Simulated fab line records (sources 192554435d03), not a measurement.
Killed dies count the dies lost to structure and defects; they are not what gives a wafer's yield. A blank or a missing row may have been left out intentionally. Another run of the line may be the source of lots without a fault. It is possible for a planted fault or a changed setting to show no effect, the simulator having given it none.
Lot-split experiment | flow n5 finfet | route with 1938 steps; 7 lots, 39 wafers read

THE SPLIT
At N5_MOL_CONTACT_COAG_SPUTTER_130 (material Co, target thk 47.5 nm), the setting power w was moved away from the recipe's 3000 W on 12 of the 39 wafers read, by -17.1% to +13.3%. This setting was run at the recipe's value on the other wafers.

The reading is taken at the split's own step.

THE READING
Co_of_MOL_CONTACT_COAG_SPUTTER_130.thk nm (the simulator's own value, which no gauge read), in nm, at N5_MOL_CONTACT_COAG_SPUTTER_130 (material Co, target thk 47.5 nm). There is no usual value for it anywhere in the file. Average 46.9 nm, standard deviation 0.48 nm, over the 27 wafers here run with the recipe.

wafer  | tool, chamber at the split | power w as run, W | against the recipe | Co_of_MOL_CONTACT_COAG_SPUTTER_130.thk nm, nm | against lot-mates on the recipe
L078.1 | pvd sputter-01, -          | 2788              | -7.1%              | 44.4                                          | -2.9
L078.2 | pvd sputter-01, -          | 3000              | recipe             | 47.8                                          | -
L078.3 | pvd sputter-01, -          | 3000              | recipe             | 47                                            | -
L078.4 | pvd sputter-01, -          | 2788              | -7.1%              | 43.8                                          | -3.5
L078.6 | pvd sputter-01, -          | 2788              | -7.1%              | 43.8                                          | -3.5
L078.5 | pvd sputter-01, -          | 3000              | recipe             | 47.2                                          | -
L082.1 | pvd sputter-03, -          | 3399              | +13.3%             | 53.2                                          | +6.3
L082.4 | pvd sputter-03, -          | 3399              | +13.3%             | 53.2                                          | +6.3
L082.2 | pvd sputter-03, -          | 3000              | recipe             | 47                                            | -
L082.5 | pvd sputter-03, -          | 3000              | recipe             | 47                                            | -
L082.3 | pvd sputter-03, -          | 3000              | recipe             | 46.8                                          | -
L082.6 | pvd sputter-03, -          | 3399              | +13.3%             | 53                                            | +6.1
L083.1 | pvd sputter-02, -          | 3000              | recipe             | 47.2                                          | -
L083.5 | pvd sputter-02, -          | 3000              | recipe             | 47.2                                          | -
L083.2 | pvd sputter-02, -          | 3000              | recipe             | 47.4                                          | -
L083.4 | pvd sputter-02, -          | 3000              | recipe             | 47.4                                          | -
L083.6 | pvd sputter-02, -          | 3000              | recipe             | 47.4                                          | -
L083.3 | pvd sputter-02, -          | 3000              | recipe             | 46.8                                          | -
L092.1 | pvd sputter-02, -          | 2486              | -17.1%             | 38.2                                          | -8.3
L092.2 | pvd sputter-02, -          | 2486              | -17.1%             | 38.6                                          | -7.9
L092.4 | pvd sputter-02, -          | 2486              | -17.1%             | 38.6                                          | -7.9
L092.3 | pvd sputter-02, -          | 3000              | recipe             | 46.2                                          | -
L092.5 | pvd sputter-02, -          | 3000              | recipe             | 46.6                                          | -
L092.6 | pvd sputter-02, -          | 3000              | recipe             | 46.6                                          | -
L093.1 | pvd sputter-03, -          | 3000              | recipe             | 46.8                                          | -
L093.2 | pvd sputter-03, -          | 3000              | recipe             | 46.8                                          | -
L093.3 | pvd sputter-03, -          | 3000              | recipe             | 46.8                                          | -
L093.5 | pvd sputter-03, -          | 3000              | recipe             | 46.8                                          | -
L093.4 | pvd sputter-03, -          | 3000              | recipe             | 47.2                                          | -
L093.6 | pvd sputter-03, -          | 3000              | recipe             | 46.6                                          | -
L095.3 | pvd sputter-03, -          | 3000              | recipe             | 46.2                                          | -
L095.4 | pvd sputter-03, -          | 3000              | recipe             | 46.4                                          | -
L095.5 | pvd sputter-03, -          | 3000              | recipe             | 45.4                                          | -
L097.1 | pvd sputter-02, -          | 3000              | recipe             | 47.2                                          | -
L097.2 | pvd sputter-02, -          | 3000              | recipe             | 47.4                                          | -
L097.3 | pvd sputter-02, -          | 3000              | recipe             | 47                                            | -
L097.4 | pvd sputter-02, -          | 3301              | +10.0%             | 52.8                                          | +5.6
L097.5 | pvd sputter-02, -          | 3301              | +10.0%             | 52.4                                          | +5.2
L097.6 | pvd sputter-02, -          | 3301              | +10.0%             | 51.6                                          | +4.4

THE FIT
A straight line over all 39 wafers: Co_of_MOL_CONTACT_COAG_SPUTTER_130.thk nm changes by +0.486 nm for each +1% of power w; r = +0.99; the points scatter about the line by 0.49 nm.
The same after taking each lot's own level away (the mean of its wafers on the recipe; 39 wafers): +0.473 nm for each +1%; r = +1.00; scatter 0.29 nm.
The reading moves by 8.1 nm for the largest change in power w, on that fit.
Measured against the standard deviation above, the lots' own levels, which go from 46.00 to 47.33 nm, span 2.8 times it.
Hence the lot-to-lot level has little effect on the slope; both slopes agree.
Check: with one of the wafers moved furthest among these (-17.1%) left out of the fit, the line predicts -8.04 nm for it against its lot-mates. Against them it came out at -8.27 nm.

THESE WAFERS: OTHER SPLITS
These wafers also went through other splits before the reading. Each is held against what the fit with the lots' levels taken away leaves over:
other split on the same wafers       | wafers away from the commonest value | r with Co_of_MOL_CONTACT_COAG_SPUTTER_130.thk nm (lot level and that fit taken away)
N5_WELL_APT_IMPLANT_15 energy kev    | 15                                   | +0.15
N5_DUMMY_GATE_ETCH_31 target depth a | 15                                   | -0.17
N5_GATE_CUT_HM_DEP_46 time s         | 9                                    | +0.08
N5_GATE_CUT_CUT_ETCH_54 bias w       | 15                                   | +0.09
N5_MOL_CONTACT_COAG_ETCH_105 bias w  | 15                                   | -0.18

THE FILE'S OWN FIT
Co_of_MOL_CONTACT_COAG_SPUTTER_130.thk nm changes by +0.473 nm for each +1% of power w, r = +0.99.
